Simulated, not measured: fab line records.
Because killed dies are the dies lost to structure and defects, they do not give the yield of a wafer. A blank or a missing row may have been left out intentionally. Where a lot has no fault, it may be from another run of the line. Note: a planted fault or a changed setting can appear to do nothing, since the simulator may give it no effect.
Chamber matching    flow nand_harc    NHARC_P_M1_DEP_33 on pecvd-03: 3 sister chambers
The step deposits SiCN, target thk 30 nm. 6 wafers are shown with their chamber, then 7 later ones without.

## WAFERS WITH THEIR CHAMBER
wafer   chamber  heater_power_w (W)
L082.6  2        482
L088.1  2        486
L088.2  1        563
L088.5  0        661
L088.3  0        668
L088.4  1        563

## WAFERS MISSING THEIR CHAMBER
wafer   heater_power_w (W)
L088.6  483
L089.3  676
L089.4  693
L089.5  538
L096.1  701
L096.4  694
L096.5  586

## WHICH CHAMBER EACH WENT THROUGH
wafer   from the rows above  in truth
L088.6  2                    2
L089.3  0                    0
L089.4  0                    0
L089.5  1                    1
L096.1  0                    0
L096.4  0                    0
L096.5  1                    1
Correctly placed: 7 of 7. From these rows, 0 cannot be placed. Number placed wrongly: 0.
How it was worked out, from the rows above alone: a wafer's distance from a chamber is the root of the sum, over the readings, of the square of ((its reading less the chamber's mean) divided by the reading's scatter). If the next closest chamber is less than 2 further off than the closest, the wafer can't be placed; otherwise it belongs to the closest. The mean given for a chamber averages the wafers shown for that chamber. How the scatter is found: for the shown wafers, subtract from each reading the mean of its chamber, square and add these, divide the total by (wafers less chambers), then take the root.
